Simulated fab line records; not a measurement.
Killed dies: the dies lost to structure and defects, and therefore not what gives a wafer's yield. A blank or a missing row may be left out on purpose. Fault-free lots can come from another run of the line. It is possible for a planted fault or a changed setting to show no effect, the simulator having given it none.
Struck lot and sound lot, side by side :: flow n5_finfet :: 21 steps out of a route of 1938
Sound: these wafers, L494.1, L494.4, L494.6. Struck: wafers L497.1, L497.5, L497.6. The cause is given at the end.
Order at every step that has rows: each side's tool, ch and its chambers, its first start. Under that, the readings that differ: sound wafers :: struck wafers :: difference of the means :: sigmas: that difference in standard deviations of wafers without a fault.
alike: a reading whose means differ by less than 2 such deviations, as well as words and numbers matching on both sides. not compared: withheld readings; readings where some wafer has no value; bounds like >300 that might hide an equal value; numbers whose values overlap and for which the record gives no deviation.
The two part at a step that has a row with sigmas, a row that says differs or no value, or rows on one side only. Numbers that don't overlap but have no deviation are shown without sigmas and don't part them. A reading missing from all wafers of one side parts the sides only when that side holds two or more wafers.

first, 9 steps without rows for these wafers: N5_GATE_CUT_STRIP_21 (strips in N2/H2, time 30 s); N5_GATE_CUT_STRIP_29 (strips in post etch residue remover, time 60 s); N5_GATE_CUT_SRD_52 (time 30 s); N5_GATE_CUT_ALD_22 (deposits SiNx, target thk 16 nm, pulse time 1 s, ald cycles 320); N5_GATE_CUT_CMP_23 (polishes, stops on SiO2, t overpolish 23.4 s, target thk 16 nm); N5_GATE_CUT_CMP_43 (polishes SiO2); N5_GATE_CUT_CMP_61 (polishes, stops on SiNx, t overpolish 3 s); N5_MOL_CONTACT_COAG_COAT_103 (time 60 s, resist thk 80 nm); N5_MOL_CONTACT_COAG_COAT_104 (time 60 s, resist thk 12 nm).
N5_MOL_CONTACT_COAG_COAT_58: time 60 s, resist thk 10 nm.
  sound on litho_track-04 ch 0, day 6 11:12; struck on litho_track-04 ch 0, day 6 22:14
reading: spin_speed_rpm (rpm)
sound: 1497.7 1499.9 1498.8
struck: 1449.2 1450.0 1450.9
difference: -48.8
sigmas: -50
then, 7 steps without rows for these wafers: N5_MOL_CONTACT_COAG_COAT_02 (resist thk 30 nm); N5_MOL_CONTACT_COAG_EBR_04; N5_MOL_CONTACT_COAG_SOFTBAKE_03 (time 60 s); N5_MOL_CONTACT_COAG_EXPOSE_05 (exposes mask CA, defocus 0 nm); N5_MOL_CONTACT_COAG_PEB_06 (peb time 60 s); N5_MOL_CONTACT_COAG_DEVELOP_07 (develop time 30 s); N5_MOL_CONTACT_COAG_DESCUM_13 (chemistry O2, time 7 s).
N5_MOL_CONTACT_COAG_ETCH_59: etches underlayer in N2/H2, target depth 13 nm, time 10.4 s.
  sound on rie_diel-04 ch 1,2,3, day 6 11:37; struck on rie_diel-05 ch 0,1,2, day 6 22:47
reading: model.etch.depth_nm (nm)
sound: 10.01 9.979 10.03
struck: 10.16 10.19 10.18
difference: +0.17
sigmas: 
  alike: drypump_motor_current_A, etch_rf_on_time_s, oes_product_au, rf_vpp_V, showerhead_plenum_p_Torr, throttle_valve_pct
  not compared: rf_hours_counter_h
then, 1 step without rows for these wafers: N5_MOL_CONTACT_COAG_ETCH_105 (etches SiARC in CF4, target depth 15.6 nm, time 26 s).
-- record jumps: 6 days separate the struck wafers' starts on either side; left off in module MOL_CONTACT_COAG, taken up again in module BEOL_M4, whose first shown step is the route's number 1111 --
N5_BEOL_M4_RC_MEAS_101:
  sound on prober-01 ch 0, day 12 01:31; struck on prober-01 ch 0, day 12 19:18
  alike: DIBL_N, DIBL_P, IOFF_N, IOFF_P, ION_N, ION_P, SS_N, SS_P, VT_N, VT_P
-- a jump in the record: the struck wafers' starts before and after are 5 days apart (it breaks off in module BEOL_M4 and resumes in module PASSIVATION, where the first step shown is number 1936 of the route) --
N5_PASSIVATION_PROBE_49:
  struck on prober-02, day 17 10:13; sound on prober-02, day 16 03:25
reading: killed_at_M4_up
sound: 10 6 11
struck: 28 15 22
difference: +13
sigmas: +2
  alike: defect_limited_yield, killed_at_M0_to_M3, killed_at_contacts, killed_at_front_end, killed_at_other, killed_dies, killed_open, killed_short, sort_bin_4_leakage, sort_bin_5_function, sort_bin_6_memory, sort_bin_8_speed, sort_n_pass, sort_yield_pct

WHERE THEY PART
Last at N5_PASSIVATION_PROBE_49 as far as this record goes, first at N5_MOL_CONTACT_COAG_COAT_58.

WHY: what the simulator had put in
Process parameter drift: litho_track-04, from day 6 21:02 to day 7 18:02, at N5_MOL_CONTACT_COAG_COAT_58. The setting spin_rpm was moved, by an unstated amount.
